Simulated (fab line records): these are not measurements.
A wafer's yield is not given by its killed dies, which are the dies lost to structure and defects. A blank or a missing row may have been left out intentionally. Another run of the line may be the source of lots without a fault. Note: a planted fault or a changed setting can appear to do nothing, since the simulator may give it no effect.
Matching of chambers / flow n5Finfet / N5_DUMMY_REMOVAL_HM_STRIP_01 on rieDiel-04: 4 sister chambers
The step strips SiNx in CH3F/O2, stops on poly-Si, target depth 4 nm, time 6.8 s. 14 wafers are shown with their chamber, then 7 later ones without.

== WAFERS WITH THEIR CHAMBER ==
wafer=L077.1; chamber=2; showerheadPlenumPTorr (Torr)=1.90; throttleValvePct (%)=16.54; drypumpMotorCurrentA (A)=5.6
wafer=L077.2; chamber=1; showerheadPlenumPTorr (Torr)=2.08; throttleValvePct (%)=16.35; drypumpMotorCurrentA (A)=6.0
wafer=L077.5; chamber=3; showerheadPlenumPTorr (Torr)=2.08; throttleValvePct (%)=16.66; drypumpMotorCurrentA (A)=5.9
wafer=L079.2; chamber=0; showerheadPlenumPTorr (Torr)=2.05; throttleValvePct (%)=16.52; drypumpMotorCurrentA (A)=6.3
wafer=L079.4; chamber=2; showerheadPlenumPTorr (Torr)=1.90; throttleValvePct (%)=16.53; drypumpMotorCurrentA (A)=5.6
wafer=L079.5; chamber=2; showerheadPlenumPTorr (Torr)=1.90; throttleValvePct (%)=16.56; drypumpMotorCurrentA (A)=5.7
wafer=L078.1; chamber=1; showerheadPlenumPTorr (Torr)=2.07; throttleValvePct (%)=16.35; drypumpMotorCurrentA (A)=6.0
wafer=L078.2; chamber=3; showerheadPlenumPTorr (Torr)=2.08; throttleValvePct (%)=16.65; drypumpMotorCurrentA (A)=5.9
wafer=L078.4; chamber=2; showerheadPlenumPTorr (Torr)=1.90; throttleValvePct (%)=16.55; drypumpMotorCurrentA (A)=5.6
wafer=L080.1; chamber=0; showerheadPlenumPTorr (Torr)=2.05; throttleValvePct (%)=16.52; drypumpMotorCurrentA (A)=6.3
wafer=L080.2; chamber=3; showerheadPlenumPTorr (Torr)=2.08; throttleValvePct (%)=16.66; drypumpMotorCurrentA (A)=5.9
wafer=L080.3; chamber=2; showerheadPlenumPTorr (Torr)=1.90; throttleValvePct (%)=16.55; drypumpMotorCurrentA (A)=5.7
wafer=L080.4; chamber=1; showerheadPlenumPTorr (Torr)=2.07; throttleValvePct (%)=16.35; drypumpMotorCurrentA (A)=6.0
wafer=L080.5; chamber=3; showerheadPlenumPTorr (Torr)=2.08; throttleValvePct (%)=16.65; drypumpMotorCurrentA (A)=5.9

SIGNATURES (averages over the wafers above)
reading=showerheadPlenumPTorr; chamber 0=2.0500; chamber 1=2.0733; chamber 2=1.9000; chamber 3=2.0800; scatter within a chamber=0.00258
reading=throttleValvePct; chamber 0=16.5200; chamber 1=16.3500; chamber 2=16.5460; chamber 3=16.6550; scatter within a chamber=0.00787
reading=drypumpMotorCurrentA; chamber 0=6.300; chamber 1=6.000; chamber 2=5.640; chamber 3=5.900; scatter within a chamber=0.0346
Rule: for each reading, subtract the chamber's mean from the wafer's reading, divide by that reading's scatter and square the result; add these up over the readings and take the root, which gives the wafer's distance from the chamber. If the next closest chamber is less than 2 further off than the closest, the wafer can't be placed; otherwise it belongs to the closest. How the scatter is found: for the shown wafers, subtract from each reading the mean of its chamber, square and add these, divide the total by (wafers less chambers), then take the root.

== WAFERS WITH NO CHAMBER GIVEN ==
wafer=L080.6; showerheadPlenumPTorr (Torr)=1.90; throttleValvePct (%)=16.55; drypumpMotorCurrentA (A)=5.7
wafer=L082.1; showerheadPlenumPTorr (Torr)=2.07; throttleValvePct (%)=16.37; drypumpMotorCurrentA (A)=6.0
wafer=L082.4; showerheadPlenumPTorr (Torr)=2.08; throttleValvePct (%)=16.67; drypumpMotorCurrentA (A)=5.8
wafer=L082.5; showerheadPlenumPTorr (Torr)=2.08; throttleValvePct (%)=16.66; drypumpMotorCurrentA (A)=5.9
wafer=L092.2; showerheadPlenumPTorr (Torr)=2.04; throttleValvePct (%)=16.56; drypumpMotorCurrentA (A)=6.3
wafer=L092.3; showerheadPlenumPTorr (Torr)=1.89; throttleValvePct (%)=16.58; drypumpMotorCurrentA (A)=5.7
wafer=L092.6; showerheadPlenumPTorr (Torr)=1.89; throttleValvePct (%)=16.59; drypumpMotorCurrentA (A)=5.7

== THE CHAMBER EACH PASSED THROUGH ==
wafer=L080.6; from the rows above=2; in truth=2
wafer=L082.1; from the rows above=1; in truth=1
wafer=L082.4; from the rows above=3; in truth=3
wafer=L082.5; from the rows above=3; in truth=3
wafer=L092.2; from the rows above=0; in truth=0
wafer=L092.3; from the rows above=2; in truth=2
wafer=L092.6; from the rows above=2; in truth=2
Placed correctly: 7 of 7. Not placeable from these rows: 0. 0 placed wrongly.
